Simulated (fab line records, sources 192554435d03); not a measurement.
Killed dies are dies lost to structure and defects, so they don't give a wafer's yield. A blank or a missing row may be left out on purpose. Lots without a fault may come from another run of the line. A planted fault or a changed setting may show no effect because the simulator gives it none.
Chamber matching | flow n5_finfet | N5_STI_FIN_REVEAL_CMP_04 on cmp-02: 4 sister chambers
The step polishes, stops on Si3N4, t overpolish 4 s, target thk 131.83 nm. 4 wafers are shown with their chamber, then 10 later ones without.

WAFERS WITH THEIR CHAMBER
wafer  | chamber | motor_current_A (A)
L085.2 | 3       | 7.9
L085.4 | 2       | 7.7
L093.3 | 1       | 8.6
L093.4 | 0       | 6.9

WAFERS WITHOUT THEIR CHAMBER
wafer  | motor_current_A (A)
L093.6 | 8.5
L094.1 | 7.8
L094.4 | 7.8
L094.6 | 8.4
L095.1 | 7.7
L095.4 | 8.8
L095.5 | 7.3
L097.2 | 8.6
L097.3 | 7.9
L097.6 | 8.3

WHICH CHAMBER EACH WENT THROUGH
wafer  | from the rows above          | in truth
L093.6 | 1                            | 1
L094.1 | can't be placed: 2 or 3      | 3
L094.4 | can't be placed: 2 or 3      | 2
L094.6 | can't be placed: 1 or 3      | 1
L095.1 | can't be placed: 2 or 3      | 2
L095.4 | 1                            | 1
L095.5 | can't be placed: 0 or 2 or 3 | 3
L097.2 | 1                            | 1
L097.3 | can't be placed: 3 or 2      | 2
L097.6 | can't be placed: 1 or 3 or 2 | 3
Placed correctly: 3 of 10. Can't be placed from these rows: 7 (the true chamber is among the candidates in 7). Placed wrongly: 0.
How it was worked out, from the rows above alone: a wafer's distance from a chamber is the root of the sum, over the readings, of the square of ((its reading less the chamber's mean) divided by the reading's scatter). The wafer belongs to the nearest chamber; if the next one is less than 2 further off, it can't be placed. A chamber's mean is the mean of its shown wafers. The scatter: with one shown wafer a chamber, the root of the mean of the squares of how far each hidden wafer lies from its nearest shown one.
